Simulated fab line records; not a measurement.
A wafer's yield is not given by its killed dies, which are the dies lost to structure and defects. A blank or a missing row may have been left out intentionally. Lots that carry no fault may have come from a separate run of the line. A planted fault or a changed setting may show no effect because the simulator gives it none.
Matching of chambers	flow n5-finfet	N5_BEOL_M2_PECVD_72 on pecvd-02 has 3 sister chambers
The step deposits SiO2 from TEOS/O2, target thk 16 nm, time 18 s. 18 wafers are shown with their chamber, then 9 later ones without.

== EACH WAFER AND ITS CHAMBER ==
wafer	chamber	throttle-valve-pct (%)	showerhead-plenum-p-Torr (Torr)	heater-power-outer-w (W)
L076.3	2	19.5	8.76	388
L076.4	2	19.2	8.78	381
L076.5	0	23.0	8.84	510
L082.1	1	23.3	8.83	547
L082.4	1	22.9	8.84	541
L082.5	0	23.2	8.84	511
L084.1	2	19.5	8.77	311
L084.3	1	23.1	8.82	489
L084.4	1	23.2	8.83	506
L085.3	1	22.9	8.85	496
L085.5	0	23.0	8.84	449
L085.6	2	19.8	8.75	372
L088.1	1	22.8	8.80	581
L088.2	2	19.6	8.77	397
L088.4	1	23.2	8.82	581
L092.2	0	23.2	8.85	532
L092.3	1	23.1	8.84	577
L092.4	0	23.3	8.82	537

SIGNATURES, as means of the wafers listed above
reading	chamber 0	chamber 1	chamber 2	scatter within a chamber
throttle-valve-pct	23.140	23.062	19.520	0.179
showerhead-plenum-p-Torr	8.8380	8.8287	8.7660	0.0134
heater-power-outer-w	507.80	539.75	369.80	36.6
Rule: for each reading, subtract the chamber's mean from the wafer's reading, divide by that reading's scatter and square the result; add these up over the readings and take the root, which gives the wafer's distance from the chamber. If the next closest chamber is less than 2 further off than the closest, the wafer can't be placed; otherwise it belongs to the closest. The scatter is the square root of a quotient: the sum, over the shown wafers, of each reading's squared deviation from its chamber's mean, divided by wafers minus chambers.

== WAFERS MISSING THEIR CHAMBER ==
wafer	throttle-valve-pct (%)	showerhead-plenum-p-Torr (Torr)	heater-power-outer-w (W)
L094.1	23.4	8.83	489
L094.3	19.3	8.76	391
L094.5	19.9	8.75	380
L095.3	23.1	8.85	523
L095.4	23.5	8.84	483
L095.5	20.0	8.76	391
L096.3	19.9	8.75	313
L096.5	23.1	8.86	533
L096.6	23.4	8.83	491

== WHICH CHAMBER EACH ONE RAN IN ==
wafer	from the rows above	in truth
L094.1	can't be placed: 0 or 1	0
L094.3	2	2
L094.5	2	2
L095.3	can't be placed: 0 or 1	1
L095.4	can't be placed: 0 or 1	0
L095.5	2	2
L096.3	2	2
L096.5	can't be placed: 0 or 1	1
L096.6	can't be placed: 0 or 1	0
Placed correctly: 4 of 9. Unplaceable from these rows: 5, with the true chamber sitting among the candidates in 5. Number placed wrongly: 0.
